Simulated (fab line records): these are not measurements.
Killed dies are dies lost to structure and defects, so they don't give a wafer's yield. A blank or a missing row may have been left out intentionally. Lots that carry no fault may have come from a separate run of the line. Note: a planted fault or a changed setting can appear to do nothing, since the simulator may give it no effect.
What tool caused it?	flow n5_finfet	Sampling: 10 lots, 29 wafers, 5 of 1938 route steps

WHAT THE GAUGES SHOWED, per wafer
N5_BEOL_M4_RC_MEAS_101. Usual: DIBL_N 36.0 mV/V, standard deviation 2.2; DIBL_P 35.9 mV/V, standard deviation 2.6; IOFF_N 0.16 nA/um, standard deviation 0.038; IOFF_P 0.21 nA/um, standard deviation 0.042; ION_N 675 uA/um, standard deviation 15; ION_P 463 uA/um, standard deviation 10; RS_PWELL 3007 ohm/sq, standard deviation 24; SS_N 71.5 mV/dec, standard deviation 0.62; SS_P 73.2 mV/dec, standard deviation 0.76; VT_N 250 mV, standard deviation 4.1; VT_P -251 mV, standard deviation 3.6.
lot	measured	on	DIBL_N (mV/V)	DIBL_P (mV/V)	IOFF_N (nA/um)	IOFF_P (nA/um)	ION_N (uA/um)	ION_P (uA/um)	RS_PWELL (ohm/sq)	SS_N (mV/dec)	SS_P (mV/dec)	VT_N (mV)	VT_P (mV)	flag
L419	day 7 20:41	prober-01	35.0 32.8 33.8	34.6 32.3 32.1	0.13 0.11 0.12	0.20 0.17 0.16	672 658 665	464 457 461	3012 3007 3006	71.2 70.6 71.6	72.7 72.4 72.1	250 256 254	-250 -251 -251	
L421	day 8 00:55	prober-02	36.3 35.1 32.8	37.2 36.8 34.1	0.17 0.15 0.12	0.21 0.19 0.16	675 662 672	458 454 463	3048 3032 3045	72.3 71.6 70.7	73.5 73.3 72.1	249 251 253	-252 -252 -255	
L422	day 9 02:25	prober-02	33.3 36.6 34.8	33.6 37.5 34.4	0.12 0.17 0.14	0.15 0.20 0.15	657 680 656	446 458 444	2985 2996 2985	70.9 72.6 71.8	73.0 73.8 73.3	253 247 251	-255 -251 -255	
L424	day 9 03:22	prober-01	38.7 36.1 33.1	39.3 35.5 32.3	0.21 0.16 0.12	0.26 0.19 0.16	690 675 662	471 459 452	3034 3009 3012	72.2 72.4 71.2	74.5 73.7 72.1	245 249 252	-249 -251 -253	
L430	day 10 14:30	prober-01	38.5 32.9 37.7	36.9 30.5 36.0	0.16 0.09 0.16	0.26 0.17 0.25	684 639 674	475 447 474	3043 3053 3037	71.2 70.3 71.4	73.7 72.9 73.6	248 257 248	-247 -250 -245	
L431	day 11 07:55	prober-01	34.9 35.5	34.8 36.6	0.14 0.15	0.18 0.20	681 666	466 456	2991 2969	71.4 71.6	72.5 73.4	250 246	-250 -254	
L433	day 11 07:28	prober-02	36.8 37.0 36.8	35.6 36.6 36.4	0.16 0.16 0.16	0.23 0.25 0.24	677 671 685	467 471 473	3039 3040 3028	70.6 71.9 71.2	73.3 73.8 72.4	249 247 250	-247 -248 -253	
L439	day 13 05:34	prober-02	37.9 34.8 34.1	39.0 35.5 34.3	0.20 0.15 0.13	0.25 0.19 0.18	685 689 664	465 469 458	3347 3314 3286	72.1 71.6 71.3	74.5 73.0 73.1	248 250 253	-251 -250 -254	OFF
L440	day 13 02:10	prober-02	35.9 32.9 33.8	36.9 32.5 31.9	0.17 0.12 0.12	0.28 0.19 0.18	684 663 656	476 462 454	3243 3267 3257	71.5 70.3 70.8	74.2 72.6 72.2	249 255 253	-243 -249 -251	OFF
L441	day 13 18:15	prober-01	37.4 32.9 37.6	40.0 33.5 40.5	0.21 0.14 0.22	0.26 0.17 0.25	678 679 692	458 467 470	3279 3284 3291	71.8 71.5 72.8	74.5 72.5 74.6	242 249 244	-250 -254 -249	OFF

WHICH TOOL RAN EACH LOT (tool, then ch and the chambers of the sampled wafers, then the start)
lot	N5_ZERO_LAYER_STRIP_24	N5_WELL_APT_DESCUM_30	N5_WELL_APT_IMPLANT_31	N5_WELL_APT_EPI_41
L419	plasma_asher-02 ch 0,1, day 1 12:59	rie_diel-06 ch 0,2,3, day 1 15:01	implanter-01 ch 0, day 1 15:09	epi_rpcvd-02 ch 0, day 1 16:07
L421	plasma_asher-02 ch 0,1, day 2 01:07	rie_diel-04 ch 0,1, day 2 03:23	implanter-01 ch 0, day 2 03:33	epi_rpcvd-03 ch 0, day 2 04:37
L422	plasma_asher-02 ch 0,1, day 2 06:55	rie_diel-04 ch 0,2, day 2 09:08	implanter-02 ch 0, day 2 09:17	epi_rpcvd-02 ch 0, day 2 10:20
L424	plasma_asher-02 ch 0,1, day 2 19:01	rie_diel-04 ch 1,3, day 3 00:17	implanter-01 ch 0, day 3 00:25	epi_rpcvd-04 ch 0, day 3 01:37
L430	plasma_asher-02 ch 0,1, day 4 06:53	rie_diel-01 ch 1,3, day 4 09:04	implanter-01 ch 0, day 4 09:10	epi_rpcvd-02 ch 0, day 4 10:05
L431	plasma_asher-01 ch 0,1, day 4 12:56	rie_diel-06 ch 0,3, day 4 14:50	implanter-01 ch 0, day 4 15:01	epi_rpcvd-03 ch 0, day 4 16:14
L433	plasma_asher-02 ch 0, day 5 01:40	rie_diel-04 ch 0,2, day 5 03:40	implanter-02 ch 0, day 5 03:47	epi_rpcvd-02 ch 0, day 5 04:50
L439	plasma_asher-01 ch 0,1, day 6 13:07	rie_diel-04 ch 0,2,3, day 6 15:16	implanter-02 ch 0, day 6 15:22	epi_rpcvd-02 ch 0, day 6 16:17
L440	plasma_asher-01 ch 0,1, day 6 19:01	rie_diel-01 ch 1,3, day 6 20:55	implanter-02 ch 0, day 6 21:01	epi_rpcvd-02 ch 0, day 6 21:55
L441	plasma_asher-02 ch 0,1, day 7 01:01	rie_diel-04 ch 0,1,3, day 7 04:14	implanter-02 ch 0, day 7 04:20	epi_rpcvd-04 ch 0, day 7 05:16
- N5_ZERO_LAYER_STRIP_24: strips in O2.
- N5_WELL_APT_DESCUM_30: chemistry O2, time 7.9 s.
- N5_WELL_APT_IMPLANT_31
- N5_WELL_APT_EPI_41: deposits Si from SiH4/H2, target thk 50 nm, time 297.7 s.

AS READ BY THE TOOLS THEMSELVES (means over the sampled wafers that have a number; for cases with no such wafer, the mark the record gives instead)
N5_ZERO_LAYER_STRIP_24. Usual: drypump_motor_current_A 5.7 A, standard deviation 0.37; heater_power_w 355 W, standard deviation 39; oes_product_au 0.646 a.u., standard deviation 0.0043; strip_time_to_endpoint_s 43.83 s, standard deviation 0.097.
lot	tool	drypump_motor_current_A (A)	heater_power_w (W)	oes_product_au (a.u.)	strip_time_to_endpoint_s (s)	flag
L419	plasma_asher-02	5.6	383	0.642	43.78	
L421	plasma_asher-02	5.8	355	0.649	43.75	
L422	plasma_asher-02	5.6	382	0.648	43.89	
L424	plasma_asher-02	5.6	378	0.648	43.97	
L430	plasma_asher-02	5.7	349	0.646	43.85	
L431	plasma_asher-01	5.7	340	0.647	43.85	
L433	plasma_asher-02	5.4	408	0.646	43.65	
L439	plasma_asher-01	5.5	354	0.648	43.83	
L440	plasma_asher-01	5.8	333	0.647	43.86	
L441	plasma_asher-02	5.6	383	0.643	43.94	

N5_WELL_APT_DESCUM_30. Usual: drypump_motor_current_A 5.7 A, standard deviation 0.32; oes_product_au 0.80 a.u., standard deviation 0.086; rf_vpp_V 243.4 V, standard deviation 1.2; showerhead_plenum_p_Torr 2.10 Torr, standard deviation 0.057; throttle_valve_pct 20.3 %, standard deviation 0.3.
lot	tool	drypump_motor_current_A (A)	oes_product_au (a.u.)	rf_vpp_V (V)	showerhead_plenum_p_Torr (Torr)	throttle_valve_pct (%)	flag
L419	rie_diel-06	5.7	0.91	242.6	2.09	20.1	
L421	rie_diel-04	5.9	0.71	244.3	2.14	20.3	
L422	rie_diel-04	5.7	0.74	243.9	2.14	20.0	
L424	rie_diel-04	5.9	0.82	242.2	2.07	20.2	
L430	rie_diel-01	5.5	0.86	243.7	2.16	20.6	
L431	rie_diel-06	5.8	0.87	243.2	2.08	19.9	
L433	rie_diel-04	5.7	0.80	243.8	2.14	20.0	
L439	rie_diel-04	6.0	0.81	244.0	2.10	20.1	
L440	rie_diel-01	5.6	0.78	243.4	2.17	20.8	
L441	rie_diel-04	5.9	0.80	242.4	2.09	20.3	

N5_WELL_APT_IMPLANT_31. Usual: beam_energy_keV 60.001, standard deviation 0.019.
lot	tool	beam_energy_keV	flag
L419	implanter-01	60.020	
L421	implanter-01	60.006	
L422	implanter-02	59.981	
L424	implanter-01	60.017	
L430	implanter-01	59.989	
L431	implanter-01	60.005	
L433	implanter-02	60.005	
L439	implanter-02	48.596	OFF
L440	implanter-02	48.596	OFF
L441	implanter-02	48.582	OFF

N5_WELL_APT_EPI_41. Usual: lamp_inner_pct 14.2 %, standard deviation 1.2; throttle_valve_pct 10.86 %, standard deviation 0.28.
lot	tool	lamp_inner_pct (%)	throttle_valve_pct (%)	flag
L419	epi_rpcvd-02	13.1	10.70	
L421	epi_rpcvd-03	15.4	10.34	
L422	epi_rpcvd-02	13.1	10.81	
L424	epi_rpcvd-04	15.6	11.11	
L430	epi_rpcvd-02	13.0	10.73	
L431	epi_rpcvd-03	15.6	10.38	
L433	epi_rpcvd-02	13.1	10.60	
L439	epi_rpcvd-02	13.1	10.66	
L440	epi_rpcvd-02	13.0	10.71	
L441	epi_rpcvd-04	15.5	11.04	

THE ANSWER, worked out from the rows above alone
Rule: lot off if the mean of its wafers having a number is beyond 3 standard deviations from the usual mean. Also off: a lot with no number at a reading for which 4 or more lots have one. Where the step has rows for the other lots, those lots are counted as sound. Order of review: gauges by route order, followed by the tools' own readings, for which a lot's mean as printed above is used. At the first step where some lot is off, the reading lying furthest off is the one used; lots without a number count as furthest.
Off: L439, L440, L441, at N5_BEOL_M4_RC_MEAS_101 (RS_PWELL).
A tool fits if, at a process step before that reading, it ran every lot that is off, and no sound lot after the first of them. Not tried: the gauges at N5_BEOL_M4_RC_MEAS_101; whatever is off there is also off at N5_WELL_APT_IMPLANT_31, on other tools, and gauge error can't account for it. One fits: implanter-02 at N5_WELL_APT_IMPLANT_31. A fault onset in the window from L433 (day 5 03:47, its last sound lot) to L439 (day 6 15:22, its first lot off) fits.
On the lots that are off, the tool's own readings at N5_WELL_APT_IMPLANT_31 differ by more than 5 times the standard deviation of the sound lots' means, which bears it out; beam_energy_keV reads 48.591 there versus 60.003 on the sound lots.

WHAT THE SIMULATOR PUT IN
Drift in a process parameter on implanter-02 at N5_WELL_APT_IMPLANT_31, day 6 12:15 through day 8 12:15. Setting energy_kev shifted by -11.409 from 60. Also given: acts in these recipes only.
Lots struck among those shown: L440, L439, L441. Same finding as the rule above.
